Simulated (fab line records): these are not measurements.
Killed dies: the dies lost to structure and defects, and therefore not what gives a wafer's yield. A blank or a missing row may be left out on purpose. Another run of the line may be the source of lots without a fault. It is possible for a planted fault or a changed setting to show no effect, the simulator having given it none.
One fault through the eyes of 2 desks | flow nandHarc | numbers are kept per desk, each desk with only its own; the story behind them comes last

== THE DEFECT DESK ==
Lot by lot, what the route's inspections counted, given as the mean of those sampled wafers with a number. Any lot whose mean is over 4 standard deviations away from the usual mean is out of limits and marked OUT; that distance is given in the brackets.
Columns: A = rawDefectCount at NHARC_A_CHANNEL_HOLE_D1_INSPECT_12, usual 5.7
lot  | first seen here | A
L243 | day 8 07:05     | 4.3
L246 | day 9 14:17     | 5.7
L247 | day 9 22:49     | 5.0
L249 | day 10 16:26    | 2.7
L250 | day 11 12:34    | 3.0
L252 | day 12 02:09    | 9.7
L253 | day 12 17:58    | 5.0
L254 | day 13 06:50    | 8.0
L261 | day 15 20:14    | 6.3
L262 | day 16 12:47    | 3.3
L264 | day 17 03:41    | 6.3
L265 | day 17 11:16    | 4.0
L266 | day 18 09:53    | 4.0
This desk's finding: nothing out of limits on any of the 13 lots.

== FROM THE METROLOGY DESK ==
Lot by lot, what the gauges showed, no matter which tool ran the lot: averages of those sampled wafers that carry a number. Any lot whose mean is over 4 standard deviations away from the usual mean is out of limits and marked OUT; that distance is given in the brackets.
Columns: A = thkNm at NHARC_A_SOURCE_PLATE_THK_MEAS_06, usual 200.2 nm; B = thkNm at NHARC_A_ONON_D1_THK_MEAS_30, usual 1001 nm
lot  | first seen here | A     | B
L243 | day 7 11:50     | 202.8 | 981
L246 | day 8 20:55     | 200.4 | 997
L247 | day 9 06:33     | 197.7 | 1007
L249 | day 10 00:07    | 202.2 | 996
L250 | day 10 17:05    | 198.7 | 998
L252 | day 11 10:01    | 201.2 | 1022
L253 | day 11 21:58    | 199.3 | 814 (-23) OUT
L254 | day 12 10:08    | 198.7 | 915 (-10) OUT
L261 | day 15 03:20    | 199.9 | 999
L262 | day 15 17:13    | 202.6 | 1000
L264 | day 16 09:24    | 201.9 | 996
L265 | day 16 18:59    | 200.8 | 996
L266 | day 17 12:28    | 201.5 | 1009
This desk finds L253, L254 out of limits, L253 being first, at day 12 10:44 (thkNm at NHARC_A_ONON_D1_THK_MEAS_30). Within limits: L243, L246, L247, L249, L250, L252, L261, L262, L264, L265, L266.

== BROUGHT TOGETHER ==
On L253, L254, the metrology desk was in a position to raise an alarm at day 12 10:44.
Nothing out of limits was seen by the defect desk.
The defect desk has L253, L254 on record, within its limits.
All the named lots went through NHARC_A_ONON_D1_DEP_28 on pecvdOnon-02.

== WHAT WAS PUT IN BY THE SIMULATOR ==
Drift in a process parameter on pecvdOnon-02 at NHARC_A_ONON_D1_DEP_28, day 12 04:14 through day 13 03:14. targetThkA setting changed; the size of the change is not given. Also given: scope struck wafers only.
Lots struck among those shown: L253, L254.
Time in hours between the start of the fault and the first out-of-limits reading at each desk: metrology desk, 6.
